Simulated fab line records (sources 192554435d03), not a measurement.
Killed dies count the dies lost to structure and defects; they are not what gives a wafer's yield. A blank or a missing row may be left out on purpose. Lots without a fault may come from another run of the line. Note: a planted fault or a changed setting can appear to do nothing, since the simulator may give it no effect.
Comparing a struck lot with a sound one	flow n5Finfet	41 steps out of a route of 1938
Sound: the wafers L412.1, L412.3, L412.4. Struck: wafer L425.3. (L425.1, L425.6 of the same lot were not struck and are left out.) The cause comes at the end.
Each step with rows lists, per side, the tool, then ch with its chambers, then its first start. Under that, the readings that differ: sound wafers	struck wafers	difference of the means	sigmas: that difference in standard deviations of wafers without a fault.
alike: a reading whose means differ by less than 2 such deviations, as well as words and numbers matching on both sides. not compared: withheld readings; readings where some wafer has no value; bounds like >300 that might hide an equal value; numbers whose values overlap and for which the record gives no deviation.
A row with sigmas, a row that says differs or no value, or rows on one side alone: a step with any of these is where the two part. Numbers that have no deviation but don't overlap get no sigmas and don't part them. A reading missing from all wafers of one side parts the sides only when that side holds two or more wafers.

N5_BEOL_M4_STRIP_97: strips in N2/H2, time 10 s.
  sound on rieDiel-04 ch 0,3; struck on rieDiel-04 ch 1
  alike: drypumpMotorCurrentA, oesProductAu, rfVppV, showerheadPlenumPTorr, tempC, throttleValvePct
  not compared: rfHoursCounterH
N5_BEOL_M4_OCD_MEAS_38:
  sound: ocd-02 at day 10 07:02; struck: ocd-02 at day 12 08:28
  alike: trenchDepthNm
then, 4 steps without rows for these wafers: N5_BEOL_M4_HM_STRIP_39 (strips TiN in peroxide tin strip, target depth 25 nm, time 158 s); N5_BEOL_M4_SRD_40 (time 30 s); N5_BEOL_M4_PRECLEAN_42 (cleans in residue remover, time 60 s); N5_BEOL_M4_SRD_43 (time 30 s).
N5_BEOL_M4_CD_MEAS_35: target cd 18 nm, target cd y 22.4 nm.
  sound: cdSem-02 at day 10 07:11; struck: cdSem-02 at day 12 08:37
  alike: cdNm
then, 1 step without rows for these wafers: N5_BEOL_M4_DEGAS_44 (time 60 s).
N5_BEOL_M4_PRE_CLEAN_45: time 30 s.
  sound: pvdSputter-03 at day 10 07:38; struck: pvdSputter-02 at day 12 08:47
  alike: heaterPowerW
then, 3 steps without rows for these wafers: N5_BEOL_M4_ALD_84 (deposits TaN, pulse time 2 s, purge time 3 s, co reactant purge time 2 s); N5_BEOL_M4_SURFACE_TREAT_85; N5_BEOL_M4_CVD_47 (deposits Co from CCTBA/H2, target thk 3 nm, time 223.8 s).
N5_BEOL_M4_SPUTTER_48: material Cu, target thk 4.5 nm, time 8.29 s.
  sound: pvdSputter-03 at day 10 08:20; struck: pvdSputter-02 at day 12 10:40
  alike: throttleValvePct
then, 3 steps without rows for these wafers: N5_BEOL_M4_ANNEAL_49 (time 240 s); N5_BEOL_M4_SPUTTER_79 (material Cu, target thk 4.5 nm, time 8.29 s); N5_BEOL_M4_ANNEAL_80 (time 240 s).
N5_BEOL_M4_SPUTTER_81: material Cu, target thk 4.5 nm, time 8.29 s.
  sound: pvdSputter-03 at day 10 08:47; struck: pvdSputter-02 at day 12 11:06
  alike: throttleValvePct
then, 2 steps without rows for these wafers: N5_BEOL_M4_ANNEAL_82 (time 240 s); N5_BEOL_M4_SPUTTER_86 (material Cu, target thk 4.5 nm, time 8.29 s).
N5_BEOL_M4_ANNEAL_87: time 240 s.
  sound: pvdSputter-03 at day 10 09:05; struck: pvdSputter-02 at day 12 11:24
  alike: heaterPowerW, susceptor_temp_C_max
then, 16 steps without rows for these wafers: N5_BEOL_M4_SPUTTER_88 (material Cu, target thk 4.5 nm, time 8.29 s); N5_BEOL_M4_ANNEAL_89 (time 240 s); N5_BEOL_M4_SPUTTER_90 (material Cu, target thk 4.5 nm, time 8.29 s); N5_BEOL_M4_ANNEAL_91 (time 240 s); N5_BEOL_M4_SPUTTER_92 (material Cu, target thk 4.5 nm, time 8.29 s); N5_BEOL_M4_ANNEAL_93 (time 240 s); N5_BEOL_M4_SPUTTER_94 (material Cu, target thk 4.5 nm, time 8.29 s); N5_BEOL_M4_ANNEAL_95 (time 240 s); N5_BEOL_M4_SPUTTER_96 (material Cu, target thk 4.5 nm, time 8.29 s); N5_BEOL_M4_ECD_50 (material Cu, target thk 300 nm); N5_BEOL_M4_ANNEAL_51 (time 90 s); N5_BEOL_M4_CMP_52 (polishes, stops on SiOC, t overpolish 6.8 s, target thk 40 nm); N5_BEOL_M4_PRE_CLEAN_60 (time 15 s); N5_BEOL_M4_CO_CAP_55 (material Co, precursor CCTBA/H2, target thk 2 nm, time 102.1 s); N5_BEOL_M4_PRE_CLEAN_56 (time 15 s); N5_BEOL_M4_DEP_57 (deposits SiCN from 3MS/NH3, target thk 8 nm, time 14 s).
N5_BEOL_M4_RS_MEAS_58: the measuring method here is four-point-probe.
  sound: filmMetro-02 at day 10 13:50; struck: filmMetro-01 at day 12 13:29
  alike: M4_RS
N5_BEOL_M4_RC_MEAS_101:
  sound on prober-01 ch 0, day 10 13:54; struck on prober-01 ch 0, day 12 13:32
reading	sound	struck	difference	sigmas
ION_N (uA/um)	660 676 655	690	+26	+2
  alike: DIBL_N, DIBL_P, IOFF_N, IOFF_P, ION_P, SS_N, SS_P, VT_N, VT_P
N5_BEOL_M5_ILD_DEP_00: deposits SiCOH lowk from DEMS/porogen, target thk 140.64 nm, time 25.9 s.
  sound on pecvd-03 ch 1,2, day 10 14:52; struck on pecvd-04 ch 2, day 12 14:30
  alike: heaterPowerW, showerheadPlenumPTorr, throttleValvePct
then, 1 step without rows for these wafers: N5_BEOL_M5_CURE_79 (cures SiCOH lowk, time 240 s).
-- record jumps: 4 days separate the struck wafers' starts on either side; left off in module BEOL_M5, taken up again in module PASSIVATION, whose first shown step is the route's number 1936 --
N5_PASSIVATION_PROBE_49:
  sound: prober-02 at day 15 02:00; struck: prober-01 at day 16 18:19
reading	sound	struck	difference	sigmas
defectLimitedYield (%)	90.9 89.9 90.1	85.8	-4.5	-3
killed_at_M4_up	23 14 24	95	+75	+14
killedDies	107 119 117	168	+54	+3
sort_bin_5_function (%)	5.7 6.4 5.3	8.1	+2.3	+2
sortNPass	1073 1061 1063	1012	-54	-3
sortYieldPct (%)	90.9 89.9 90.1	85.8	-4.5	-3
  alike: killed_at_M0_to_M3, killedAtContacts, killedAtFrontEnd, killedAtOther, killedOpen, killedShort, sort_bin_6_memory

WHERE THEY PART
Last at N5_PASSIVATION_PROBE_49 as far as this record goes, first at N5_BEOL_M4_RC_MEAS_101.

WHY: what the simulator had put in
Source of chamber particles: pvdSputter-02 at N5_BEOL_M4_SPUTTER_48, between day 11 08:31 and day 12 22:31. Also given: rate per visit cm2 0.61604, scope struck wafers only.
